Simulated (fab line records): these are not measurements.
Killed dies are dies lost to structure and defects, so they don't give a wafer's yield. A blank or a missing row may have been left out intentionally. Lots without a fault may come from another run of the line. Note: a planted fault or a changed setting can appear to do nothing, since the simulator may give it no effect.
2 desks looking at one fault / flow n5Finfet / every desk sees just its own numbers, and what lay behind them comes last

== FROM THE METROLOGY DESK ==
Means of the sampled wafers that have a number, per lot and without regard to the tool the lot ran on: this is what the gauges read. The brackets show how far a lot's mean lies from the usual mean; more than 4 standard deviations puts the lot out of limits, marked OUT.
Columns: A = M5_ILD_THK at N5_BEOL_M5_THK_MEAS_01, usual 121.6 nm; B = cdNm at N5_BEOL_M5_CD_MEAS_28, usual 30.68 nm; C = V4_OVL at N5_BEOL_M5_OVL_MEAS_29, usual -0.2 nm
lot=L999; first seen here=day 7 21:08; A=121.8; B=30.65; C=0.6
lot=L102; first seen here=day 8 11:50; A=121.9; B=30.28; C=-0.4
lot=L103; first seen here=day 9 03:12; A=122.4; B=30.71; C=0.8
lot=L105; first seen here=day 10 06:31; A=120.8; B=30.81; C=0.3
lot=L108; first seen here=day 10 16:37; A=121.1; B=30.58; C=-0.1
lot=L109; first seen here=day 11 14:02; A=120.1; B=30.50; C=0.3
lot=L115; first seen here=day 12 06:31; A=122.4; B=29.61 (-4.1) OUT; C=0.2
lot=L116; first seen here=day 12 17:05; A=121.7; B=29.40 (-4.9) OUT; C=0.4
lot=L117; first seen here=day 13 01:47; A=120.1; B=30.82; C=0.0
lot=L121; first seen here=day 14 14:16; A=121.3; B=30.84; C=-1.3
This desk's finding: out of limits on L115, L116; first on L115, day 12 11:07 (cdNm at N5_BEOL_M5_CD_MEAS_28). In limits: L999, L102, L103, L105, L108, L109, L117, L121.

== FOR THE TOOL OWNER'S DESK: euvScanner-01 ==
The tool's own readings at N5_BEOL_M5_EXPOSE_25 (exposes mask V4, defocus 10 nm): means of the sampled wafers that have a number, for each lot that ran on this tool. The brackets show how far a lot's mean lies from the usual mean; more than 4 standard deviations puts the lot out of limits, marked OUT.
Columns: A = exposureDoseMJCm2 at N5_BEOL_M5_EXPOSE_25, usual 52.65
lot=L102; first seen here=day 8 15:35; A=52.71
lot=L108; first seen here=day 10 21:53; A=52.75
lot=L109; first seen here=day 11 16:55; A=52.71
lot=L115; first seen here=day 12 10:59; A=50.23 (-28) OUT
lot=L116; first seen here=day 12 22:00; A=50.70 (-23) OUT
This desk's finding: out of limits on L115, L116; first on L115, day 12 10:59 (exposureDoseMJCm2 at N5_BEOL_M5_EXPOSE_25). In limits: L102, L108, L109.

== PUT TOGETHER ==
The tool owner's desk had the chance to raise an alarm at day 12 10:59 on L115, L116.
On L115, L116, the metrology desk was in a position to raise an alarm at day 12 11:07.
All the named lots went through N5_BEOL_M5_EXPOSE_25 on euvScanner-01.

== WHAT THE SIMULATOR HAD PUT IN ==
Process parameter drift: euvScanner-01, from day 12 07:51 on, at N5_BEOL_M5_EXPOSE_25. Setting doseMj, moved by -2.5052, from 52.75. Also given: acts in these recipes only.
Struck lots among those shown: L115, L116.
Fault start to first reading out of limits, in hours, per desk: tool owner, 3; metrology, 3.
